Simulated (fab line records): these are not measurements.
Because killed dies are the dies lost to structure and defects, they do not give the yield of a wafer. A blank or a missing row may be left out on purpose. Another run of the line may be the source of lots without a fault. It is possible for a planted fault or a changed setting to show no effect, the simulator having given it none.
Matching of chambers || flow nand harc || NHARC_A_BONDPAD_DEP_00 on pecvd-04: 3 sister chambers
The step deposits SiCN, target thk 250 nm. 14 wafers are shown with their chamber, then 7 later ones without.

== WAFERS PAIRED WITH THEIR CHAMBERS ==
{"wafer": "L075.2", "chamber": 0, "heater power w (W)": 566, "rf fwd power W (W)": 447.4}
{"wafer": "L075.3", "chamber": 2, "heater power w (W)": 630, "rf fwd power W (W)": 448.3}
{"wafer": "L075.6", "chamber": 0, "heater power w (W)": 597, "rf fwd power W (W)": 447.2}
{"wafer": "L085.1", "chamber": 2, "heater power w (W)": 643, "rf fwd power W (W)": 449.8}
{"wafer": "L085.4", "chamber": 0, "heater power w (W)": 650, "rf fwd power W (W)": 449.5}
{"wafer": "L085.6", "chamber": 1, "heater power w (W)": 597, "rf fwd power W (W)": 449.1}
{"wafer": "L090.1", "chamber": 2, "heater power w (W)": 672, "rf fwd power W (W)": 449.9}
{"wafer": "L090.5", "chamber": 2, "heater power w (W)": 673, "rf fwd power W (W)": 450.5}
{"wafer": "L090.6", "chamber": 0, "heater power w (W)": 601, "rf fwd power W (W)": 449.6}
{"wafer": "L093.2", "chamber": 2, "heater power w (W)": 590, "rf fwd power W (W)": 448.7}
{"wafer": "L093.3", "chamber": 1, "heater power w (W)": 566, "rf fwd power W (W)": 448.8}
{"wafer": "L093.4", "chamber": 1, "heater power w (W)": 573, "rf fwd power W (W)": 450.2}
{"wafer": "L094.3", "chamber": 1, "heater power w (W)": 591, "rf fwd power W (W)": 449.5}
{"wafer": "L094.5", "chamber": 1, "heater power w (W)": 606, "rf fwd power W (W)": 450.1}

SIGNATURES (averages over the wafers above)
{"reading": "heater power w", "chamber 0": 603.50, "chamber 1": 586.60, "chamber 2": 641.60, "scatter within a chamber": 29.3}
{"reading": "rf fwd power W", "chamber 0": 448.425, "chamber 1": 449.540, "chamber 2": 449.440, "scatter within a chamber": 0.948}
Rule: for a wafer and a chamber, the distance is found by dividing, reading by reading, the gap between the wafer's reading and the chamber's mean by the reading's scatter, squaring, summing and taking the root. If the next closest chamber is less than 2 further off than the closest, the wafer can't be placed; otherwise it belongs to the closest. How the scatter is found: for the shown wafers, subtract from each reading the mean of its chamber, square and add these, divide the total by (wafers less chambers), then take the root.

== WAFERS MISSING THEIR CHAMBER ==
{"wafer": "L094.6", "heater power w (W)": 673, "rf fwd power W (W)": 448.5}
{"wafer": "L096.4", "heater power w (W)": 637, "rf fwd power W (W)": 448.1}
{"wafer": "L096.5", "heater power w (W)": 658, "rf fwd power W (W)": 446.2}
{"wafer": "L096.6", "heater power w (W)": 671, "rf fwd power W (W)": 446.2}
{"wafer": "L097.1", "heater power w (W)": 698, "rf fwd power W (W)": 450.4}
{"wafer": "L097.4", "heater power w (W)": 711, "rf fwd power W (W)": 450.0}
{"wafer": "L097.6", "heater power w (W)": 686, "rf fwd power W (W)": 450.4}

== EACH ONE'S CHAMBER ==
{"wafer": "L094.6", "from the rows above": "can't be placed: 2 or 0 or 1", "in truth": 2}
{"wafer": "L096.4", "from the rows above": "can't be placed: 0 or 2 or 1", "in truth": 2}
{"wafer": "L096.5", "from the rows above": "can't be placed: 0 or 2 or 1", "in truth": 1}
{"wafer": "L096.6", "from the rows above": "can't be placed: 0 or 2 or 1", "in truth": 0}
{"wafer": "L097.1", "from the rows above": "can't be placed: 2 or 0 or 1", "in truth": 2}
{"wafer": "L097.4", "from the rows above": "can't be placed: 2 or 0 or 1", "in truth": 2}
{"wafer": "L097.6", "from the rows above": "can't be placed: 2 or 0 or 1", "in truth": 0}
Correct placement for 0 of the 7. From these rows, 7 cannot be placed; in 7 the true chamber is one of the candidates. Placed wrongly: 0.
